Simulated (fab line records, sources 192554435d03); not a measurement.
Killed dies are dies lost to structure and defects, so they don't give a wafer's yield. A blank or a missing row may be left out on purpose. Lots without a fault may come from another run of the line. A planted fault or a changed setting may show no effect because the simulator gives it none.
Split-lot experiment | flow n5_finfet | 7 lots, 16 wafers read, on a route of 1938 steps

THE SPLIT
At N5_BEOL_M0_SPUTTER_116 (material Cu, target thk 4 nm, time 7.37 s), the setting time_s was moved away from the recipe's 7.37 s on 5 of the 16 wafers read, by -12.3% to +12.7%. The other wafers ran this setting at the recipe's value.

The reading is taken at the split's own step.

THE READING
Cu_of_BEOL_M0_SPUTTER_116.thk_nm (the simulator's own value, which no gauge read), in nm, at N5_BEOL_M0_SPUTTER_116 (material Cu, target thk 4 nm, time 7.37 s). The file gives no usual value for it. The 11 wafers here that ran the recipe average 4.0 nm, standard deviation 0.077 nm.

wafer  | tool, chamber at the split | time_s as run, s | against the recipe | Cu_of_BEOL_M0_SPUTTER_116.thk_nm, nm | against lot-mates on the recipe
L076.1 | pvd_sputter-01, -          | 8.308            | +12.7%             | 4.6                                  | +0.6
L076.5 | pvd_sputter-01, -          | 7.37             | recipe             | 4                                    | -
L078.5 | pvd_sputter-02, -          | 7.37             | recipe             | 4                                    | -
L087.1 | pvd_sputter-03, -          | 7.666            | +4.0%              | 4                                    | +0.0
L087.5 | pvd_sputter-03, -          | 7.37             | recipe             | 4                                    | -
L088.1 | pvd_sputter-03, -          | 7.37             | recipe             | 4                                    | -
L088.3 | pvd_sputter-03, -          | 7.37             | recipe             | 4                                    | -
L088.6 | pvd_sputter-03, -          | 7.37             | recipe             | 4                                    | -
L089.4 | pvd_sputter-02, -          | 7.37             | recipe             | 4                                    | -
L089.5 | pvd_sputter-02, -          | 7.37             | recipe             | 3.8                                  | -
L089.6 | pvd_sputter-02, -          | 8.12             | +10.2%             | 4.4                                  | +0.5
L091.4 | pvd_sputter-03, -          | 6.461            | -12.3%             | 3.6                                  | no lot-mate on the recipe
L091.6 | pvd_sputter-03, -          | 6.461            | -12.3%             | 3.6                                  | no lot-mate on the recipe
L094.2 | pvd_sputter-01, -          | 7.37             | recipe             | 4                                    | -
L094.5 | pvd_sputter-01, -          | 7.37             | recipe             | 4                                    | -
L094.6 | pvd_sputter-01, -          | 7.37             | recipe             | 3.8                                  | -

THE FIT
A straight line over all 16 wafers: Cu_of_BEOL_M0_SPUTTER_116.thk_nm changes by +0.0369 nm for each +1% of time_s; r = +0.93; the points scatter about the line by 0.093 nm.
The same after taking each lot's own level away (the mean of its wafers on the recipe; 14 wafers): +0.0461 nm for each +1%; r = +0.93; scatter 0.082 nm.
On that fit, the largest move of time_s shifts the reading by 0.59 nm.
The lots' own levels span 3.90 to 4.00 nm, that is 1.3 times the standard deviation above.
So the lot-to-lot level changes the slope: the two fits differ.
Check: with one of the wafers moved furthest among these (+12.7%) left out of the fit, the line predicts +0.546 nm for it against its lot-mates. It came out at +0.6 nm against them.

OTHER SPLITS ON THESE WAFERS
These wafers also went through other splits before the reading. Each is held against what the fit with the lots' levels taken away leaves over:
other split on the same wafers          | wafers away from the commonest value | r with Cu_of_BEOL_M0_SPUTTER_116.thk_nm (lot level and that fit taken away)
N5_MOL_CONTACT_COAG_ALD_123 ald_cycles  | 5                                    | +0.22
N5_MOL_CONTACT_COAG_COAT_76 spin_rpm    | 4                                    | +0.22
N5_MOL_CONTACT_COAG_ETCH_124 bias_w     | 6                                    | +0.33
N5_BEOL_M0_SAQP_ETCH_106 target_depth_a | 4                                    | -0.12
N5_BEOL_M0_SAQP_ETCH_107 bias_w         | 6                                    | -0.03

THE FILE'S OWN FIT
Cu_of_BEOL_M0_SPUTTER_116.thk_nm changes by +0.0456 nm for each +1% of time_s, r = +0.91.
